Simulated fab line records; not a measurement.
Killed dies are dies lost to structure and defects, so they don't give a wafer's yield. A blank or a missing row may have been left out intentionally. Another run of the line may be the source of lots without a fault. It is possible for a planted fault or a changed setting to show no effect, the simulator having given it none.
Which tool did it? || flow nand-harc || 36 wafers from 12 lots sampled at 4 of the route's 1159 steps

## WHAT THE GAUGES READ, wafer by wafer
NHARC_A_M0_THK_MEAS_24: measures by xrf.
{"lot": "L075", "measured": "day 18 00:03", "on": "film-metro-01", "thk-nm (nm)": "115.1 113.9 113.1"}
{"lot": "L077", "measured": "day 18 03:34", "on": "film-metro-02", "thk-nm (nm)": "113.1 115.5 113.7"}
{"lot": "L079", "measured": "day 19 11:26", "on": "film-metro-02", "thk-nm (nm)": "115.0 112.8 114.7"}
{"lot": "L082", "measured": "day 19 22:08", "on": "film-metro-02", "thk-nm (nm)": "114.7 116.7 115.5"}
{"lot": "L083", "measured": "day 20 07:47", "on": "film-metro-02", "thk-nm (nm)": "114.0 115.0 112.9"}
{"lot": "L087", "measured": "day 20 16:49", "on": "film-metro-01", "thk-nm (nm)": "114.3 115.3 114.2"}
{"lot": "L086", "measured": "day 21 03:11", "on": "film-metro-01", "thk-nm (nm)": "112.6 112.5 112.0"}
{"lot": "L089", "measured": "day 21 13:45", "on": "film-metro-02", "thk-nm (nm)": "113.7 115.5 116.7"}
{"lot": "L090", "measured": "day 22 07:27", "on": "film-metro-02", "thk-nm (nm)": "114.3 113.3 114.4"}
{"lot": "L094", "measured": "day 22 20:56", "on": "film-metro-01", "thk-nm (nm)": "114.7 114.9 116.9"}
{"lot": "L095", "measured": "day 23 03:33", "on": "film-metro-01", "thk-nm (nm)": "113.1 113.5 113.9"}
{"lot": "L097", "measured": "day 23 18:58", "on": "film-metro-01", "thk-nm (nm)": "115.5 114.9 112.4"}

## TOOL THAT RAN EACH LOT (tool first, then ch and the chambers of the sampled wafers, then the start)
{"lot": "L075", "NHARC_A_BLC_DESCUM_15": "rie-diel-13 ch 1,3, day 17 15:16", "NHARC_A_M0_STRIP_18": "rie-diel-12 ch 1,3, day 17 22:04", "NHARC_A_M0_PVD_20": "pvd-sputter-01, day 18 00:03 or earlier"}
{"lot": "L077", "NHARC_A_BLC_DESCUM_15": "rie-diel-08 ch 1,2,3, day 17 19:48", "NHARC_A_M0_STRIP_18": "rie-diel-03 ch 0,1,3, day 18 01:37", "NHARC_A_M0_PVD_20": "pvd-sputter-01, day 18 03:34 or earlier"}
{"lot": "L079", "NHARC_A_BLC_DESCUM_15": "rie-diel-13 ch 1,2, day 19 00:17", "NHARC_A_M0_STRIP_18": "rie-diel-03 ch 1,2,3, day 19 09:34", "NHARC_A_M0_PVD_20": "pvd-sputter-03, day 19 11:26 or earlier"}
{"lot": "L082", "NHARC_A_BLC_DESCUM_15": "rie-diel-13 ch 1,2, day 19 12:02", "NHARC_A_M0_STRIP_18": "rie-diel-03 ch 0,1, day 19 20:11", "NHARC_A_M0_PVD_20": "pvd-sputter-02, day 19 22:08 or earlier"}
{"lot": "L083", "NHARC_A_BLC_DESCUM_15": "rie-diel-08 ch 0,2,3, day 19 23:14", "NHARC_A_M0_STRIP_18": "rie-diel-03 ch 1,2,3, day 20 05:28", "NHARC_A_M0_PVD_20": "pvd-sputter-02, day 20 07:47 or earlier"}
{"lot": "L087", "NHARC_A_BLC_DESCUM_15": "rie-diel-13 ch 0,1,2, day 20 10:09", "NHARC_A_M0_STRIP_18": "rie-diel-07 ch 0,1,2, day 20 14:39", "NHARC_A_M0_PVD_20": "pvd-sputter-02, day 20 16:49 or earlier"}
{"lot": "L086", "NHARC_A_BLC_DESCUM_15": "rie-diel-13 ch 2,3, day 20 20:42", "NHARC_A_M0_STRIP_18": "rie-diel-07 ch 0,1,2, day 21 01:16", "NHARC_A_M0_PVD_20": "pvd-sputter-03, day 21 03:11 or earlier"}
{"lot": "L089", "NHARC_A_BLC_DESCUM_15": "rie-diel-13 ch 0,1,2, day 20 23:25", "NHARC_A_M0_STRIP_18": "rie-diel-03 ch 0,2,3, day 21 11:50", "NHARC_A_M0_PVD_20": "pvd-sputter-03, day 21 13:45 or earlier"}
{"lot": "L090", "NHARC_A_BLC_DESCUM_15": "rie-diel-13 ch 0,1, day 21 20:25", "NHARC_A_M0_STRIP_18": "rie-diel-12 ch 0,1,2, day 22 05:34", "NHARC_A_M0_PVD_20": "pvd-sputter-01, day 22 07:27 or earlier"}
{"lot": "L094", "NHARC_A_BLC_DESCUM_15": "rie-diel-02 ch 0,1,2, day 22 11:01", "NHARC_A_M0_STRIP_18": "rie-diel-03 ch 2,3, day 22 18:58", "NHARC_A_M0_PVD_20": "pvd-sputter-02, day 22 20:56 or earlier"}
{"lot": "L095", "NHARC_A_BLC_DESCUM_15": "rie-diel-02 ch 0,3, day 22 18:55", "NHARC_A_M0_STRIP_18": "rie-diel-07 ch 2,3, day 23 01:36", "NHARC_A_M0_PVD_20": "pvd-sputter-01, day 23 03:33 or earlier"}
{"lot": "L097", "NHARC_A_BLC_DESCUM_15": "rie-diel-08 ch 0,1, day 23 12:26", "NHARC_A_M0_STRIP_18": "rie-diel-12 ch 1,2,3, day 23 17:00", "NHARC_A_M0_PVD_20": "pvd-sputter-03, day 23 18:58 or earlier"}
- NHARC_A_BLC_DESCUM_15: chemistry O2, time 3 s.
- NHARC_A_M0_STRIP_18: strips in N2/H2.
- NHARC_A_M0_PVD_20: deposits TaN, target thk 5 nm, time 8.06 s.

## THE ANSWER, worked out from the rows above alone
Rule: the usual values come from the lots themselves. The widest of any qualifying gaps counts: lots, ordered by their means at a reading, are off when they make up no more than a third of the lots, leave a main group of 4 or more, and stand apart from it by 3 or more times the standard deviation of that group's means. The tables above print the reading to a certain number of digits; a main group whose means all agree to those digits is not used. A lot without any number at a reading at which 4 lots or more have one is off too. Where the step has rows for the other lots, those lots are counted as sound.
No lot is off on any of the readings shown, so nothing can be concluded from this.

## WHAT THE SIMULATOR HAD PUT IN
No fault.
